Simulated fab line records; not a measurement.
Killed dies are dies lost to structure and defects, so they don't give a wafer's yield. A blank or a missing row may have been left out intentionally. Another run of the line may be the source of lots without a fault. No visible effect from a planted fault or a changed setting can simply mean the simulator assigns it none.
8D (eight disciplines) problem report, filled in by code + flow n5 finfet + the parts of the form that need people (team, actions taken, sign-off) are left out

## 1. THE PROBLEM
At N5_PASSIVATION_CD_MEAS_44, cd nm averages 39978 nm over 4 wafers from 3 lots, while fault-free wafers read 39997 nm, standard deviation 3.5. That is -5.3 standard deviations from the usual mean.
The step: target cd 40000 nm.
First observed at day 16 07:01: wafer L962.5, on cd sem-03. Wafers with a number at this step in the record: 30, from 11 lots. By rule, "out" or "out of limits" means more than 4 standard deviations away from the usual mean. All remaining wafers that have a number are taken as sound.

## 2. WHAT IT IS, AND WHAT IT ISN'T
| question                    | is                             | is not                                                                                       |
|-----------------------------|--------------------------------|----------------------------------------------------------------------------------------------|
| which readings at this step | cd nm                          | -                                                                                            |
| which lots                  | L962, L966, L968               | L953, L957, L960, L963, L964, L969, L974, L975                                               |
| which wafers of those lots  | L962.5, L962.6, L966.6, L968.6 | L966.4, L968.4                                                                               |
| read on which gauges        | cd sem-02, cd sem-03           | -                                                                                            |
| when                        | from day 16 07:01              | up to then (15 sound wafers); but 11 sound wafers of L966, L968, L969, L974, L975 came after |

## 3. WHAT RULES OUT EACH SUSPECT
Counting: any tool at a process step up to the reading remains a suspect provided it ran every lot that is out. Sound lots after the first of them don't rule it out here, since some wafers of a struck lot are sound.
- ruled out: the gauge at N5_PASSIVATION_CD_MEAS_44. The wafers that are out were read on 2 gauges (cd sem-02, cd sem-03).
- litho track-01 at N5_PASSIVATION_PEB_42: kept. It processed each lot that is out (first: L962, day 16 06:54); up to then, its last sound lot is L963 (day 16 01:46).
The count leaves litho track-01 at N5_PASSIVATION_PEB_42.

## 4. THE CAUSE (what the simulator had put in)
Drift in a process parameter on litho track-01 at N5_PASSIVATION_PEB_42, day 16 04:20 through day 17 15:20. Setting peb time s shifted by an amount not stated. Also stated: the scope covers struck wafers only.
The count eliminated every tool but this one.

## 5. THE EFFECT CHAIN, in route order
Rows list readings where the struck wafers' mean (over those with a number) sits beyond 3 standard deviations from the usual. Readings are gone through only where the record gives a usual standard deviation; hours: the median, over the lots, of the time from a lot's start at the first step in this table giving one to that lot's start at this step; sigmas: the change measured in usual standard deviations.
| hours | step                      | reading | usual    | on struck wafers | change | sigmas |
|-------|---------------------------|---------|----------|------------------|--------|--------|
| 0     | N5_PASSIVATION_CD_MEAS_44 | cd nm   | 39997 nm | 39978            | -18    | -5.3   |
Later measuring or inspecting steps at which every struck wafer that the step has a row for has a number for every such reading, and none has moved that far: N5_PASSIVATION_INSPECT_67.

## 6. HOW IT WOULD HAVE BEEN CAUGHT EARLIER
3 hours passed between the start of the fault at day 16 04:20 and the first reading out of limits at a measuring or inspecting step in this record, taken at day 16 07:01.
Of the lots that are out (3), L966, L968 began N5_PASSIVATION_PEB_42 on litho track-01 after day 16 07:01. A hold on the tool at that time would have spared those 2.
